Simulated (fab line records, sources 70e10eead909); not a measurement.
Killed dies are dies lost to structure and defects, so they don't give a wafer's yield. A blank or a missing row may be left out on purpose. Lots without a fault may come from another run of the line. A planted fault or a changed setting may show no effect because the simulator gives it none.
Which tool did it? | flow nand_harc | 24 lots, 72 wafers sampled, at 3 steps of a route of 1159

WHAT THE GAUGES READ, wafer by wafer
NHARC_A_CONTACT_CD_MEAS_53.
lot  | measured     | on        | cd_nm (nm)
L075 | day 16 04:48 | cd_sem-02 | 190.4 189.7 189.4
L074 | day 16 10:54 | cd_sem-03 | 189.6 189.7 190.4
L076 | day 16 17:37 | cd_sem-03 | 188.4 188.7 188.4
L077 | day 16 16:37 | cd_sem-02 | 190.7 190.7 190.3
L078 | day 17 14:32 | cd_sem-02 | 190.4 188.7 188.8
L080 | day 17 20:08 | cd_sem-01 | 189.2 187.6 187.3
L079 | day 18 01:27 | cd_sem-01 | 188.6 189.0 189.1
L082 | day 18 07:23 | cd_sem-02 | 188.2 188.8 188.9
L081 | day 18 09:24 | cd_sem-02 | 189.5 190.7 189.6
L084 | day 18 20:08 | cd_sem-02 | 190.6 190.3 190.0
L083 | day 18 21:13 | cd_sem-02 | 190.0 189.6 191.3
L087 | day 19 10:16 | cd_sem-01 | 190.6 190.7 189.3
L085 | day 19 09:42 | cd_sem-02 | 189.6 190.7 189.3
L086 | day 19 13:37 | cd_sem-03 | 188.8 189.0 189.4
L088 | day 19 17:55 | cd_sem-01 | 189.4 189.3 189.0
L091 | day 20 02:53 | cd_sem-01 | 189.0 189.2 188.6
L090 | day 20 02:56 | cd_sem-03 | 188.4 188.8 188.4
L089 | day 20 10:01 | cd_sem-02 | 189.7 189.6 190.1
L092 | day 20 15:52 | cd_sem-02 | 189.4 189.2 190.0
L094 | day 21 04:29 | cd_sem-02 | 189.9 189.7 189.4
L093 | day 21 04:04 | cd_sem-02 | 189.4 189.5 190.5
L096 | day 21 15:22 | cd_sem-02 | 188.8 188.7 189.2
L095 | day 21 19:07 | cd_sem-02 | 187.8 187.4 187.4
L097 | day 21 15:38 | cd_sem-01 | 189.6 189.7 190.0

WHICH TOOL RAN EACH LOT (tool, then ch and the chambers of the sampled wafers, then the start)
lot  | NHARC_A_WL_FILL_ETCHBACK_04       | NHARC_A_CONTACT_ETCH_123
L075 | rie_metal-02 ch 0,1, day 15 01:45 | har_cap_etch-01 ch 0,1, day 16 03:56
L074 | rie_metal-03 ch 0, day 15 04:33   | har_cap_etch-02 ch 0,1, day 16 10:08
L076 | rie_metal-01 ch 0,1, day 15 10:20 | har_cap_etch-03 ch 0,1, day 16 16:48
L077 | rie_metal-01 ch 0,1, day 15 11:41 | har_cap_etch-02 ch 0,1, day 16 15:44
L078 | rie_metal-01 ch 0,1, day 16 01:26 | har_cap_etch-03 ch 0,1, day 17 13:53
L080 | rie_metal-01 ch 0,1, day 16 10:21 | har_cap_etch-02 ch 0,1, day 17 19:19
L079 | rie_metal-02 ch 0,1, day 16 11:03 | har_cap_etch-03 ch 0,1, day 18 00:38
L082 | rie_metal-01 ch 0,1, day 16 23:32 | har_cap_etch-03 ch 0,1, day 18 06:34
L081 | rie_metal-03 ch 0,1, day 17 02:24 | har_cap_etch-02 ch 0,1, day 18 08:38
L084 | rie_metal-01 ch 0,1, day 17 11:37 | har_cap_etch-03 ch 0,1, day 18 19:19
L083 | rie_metal-02 ch 0,1, day 17 15:00 | har_cap_etch-01 ch 0,1, day 18 20:19
L087 | rie_metal-02 ch 0, day 18 01:56   | har_cap_etch-03 ch 0, day 19 08:50
L085 | rie_metal-03 ch 0,1, day 18 02:10 | har_cap_etch-01 ch 0,1, day 19 08:49
L086 | rie_metal-01 ch 0,1, day 18 04:40 | har_cap_etch-03 ch 0, day 19 12:41
L088 | rie_metal-02 ch 0,1, day 18 06:59 | har_cap_etch-01 ch 0,1, day 19 17:00
L091 | rie_metal-01 ch 0,1, day 18 20:26 | har_cap_etch-01 ch 0,1, day 20 01:59
L090 | rie_metal-02 ch 0,1, day 18 20:28 | har_cap_etch-03 ch 0,1, day 20 02:07
L089 | rie_metal-02 ch 0,1, day 19 03:43 | har_cap_etch-03 ch 0, day 20 09:11
L092 | rie_metal-02 ch 0,1, day 19 09:06 | har_cap_etch-03 ch 0,1, day 20 15:09
L094 | rie_metal-01 ch 1, day 19 21:31   | har_cap_etch-03 ch 0,1, day 21 03:40
L093 | rie_metal-02 ch 0,1, day 19 21:39 | har_cap_etch-02 ch 0,1, day 21 03:11
L096 | rie_metal-03 ch 0,1, day 20 07:45 | har_cap_etch-01 ch 0,1, day 21 14:38
L095 | rie_metal-02 ch 0,1, day 20 09:01 | har_cap_etch-02 ch 0,1, day 21 18:18
L097 | rie_metal-01 ch 0,1, day 20 10:32 | har_cap_etch-03 ch 0,1, day 21 14:44
- NHARC_A_WL_FILL_ETCHBACK_04: etches the open film in NF3, target depth 60 nm, time 120 s.
- NHARC_A_CONTACT_ETCH_123: etches the open film in C4F8/O2/Ar, time 253 s, target depth 1090 nm.

WHAT THE TOOLS THEMSELVES READ (means of the sampled wafers that have a number; where no wafer has one, the mark that the record gives instead)
NHARC_A_WL_FILL_ETCHBACK_04.
lot  | tool         | drypump_motor_current_A (A) | oes_product_au (a.u.)
L075 | rie_metal-02 | 5.1                         | 0.995
L074 | rie_metal-03 | 5.7                         | 0.983
L076 | rie_metal-01 | 5.7                         | 0.992
L077 | rie_metal-01 | 5.8                         | 0.993
L078 | rie_metal-01 | 5.7                         | 0.989
L080 | rie_metal-01 | 5.7                         | 0.996
L079 | rie_metal-02 | 5.1                         | 1.004
L082 | rie_metal-01 | 5.7                         | 1.003
L081 | rie_metal-03 | 5.5                         | 0.984
L084 | rie_metal-01 | 5.8                         | 0.991
L083 | rie_metal-02 | 5.1                         | 0.999
L087 | rie_metal-02 | 4.9                         | 1.008
L085 | rie_metal-03 | 5.4                         | 0.983
L086 | rie_metal-01 | 5.7                         | 0.993
L088 | rie_metal-02 | 5.4                         | 0.998
L091 | rie_metal-01 | 5.7                         | 0.991
L090 | rie_metal-02 | 5.1                         | 0.994
L089 | rie_metal-02 | 5.1                         | 1.000
L092 | rie_metal-02 | 5.4                         | 0.995
L094 | rie_metal-01 | 6.0                         | 0.994
L093 | rie_metal-02 | 5.4                         | 1.000
L096 | rie_metal-03 | 5.4                         | 0.988
L095 | rie_metal-02 | 5.4                         | 0.992
L097 | rie_metal-01 | 5.8                         | 0.988

THE ANSWER, worked out from the rows above alone
Rule: what is usual is taken from the lots themselves. Put in order of their means at a reading, lots are off if they are a third of the lots or fewer, leave a main group of 4 or more, and stand apart from it by a gap of 3 or more times the standard deviation of the main group's means; of several such gaps the widest counts. A main group whose means are all the same, to the digits that the tables above print for the reading, isn't used. A lot without any number at a reading at which 4 lots or more have one is off too. The other lots that the step has rows for count as sound. The gauges are gone through in route order, then the tools' own readings, and for those a lot's mean is taken as printed above. The first step at which some lot is off is used, and at that step the reading that is off furthest; a lot without a number counts as furthest.
No lot is off at any reading shown: from this, nothing can be told.

WHAT THE SIMULATOR HAD PUT IN
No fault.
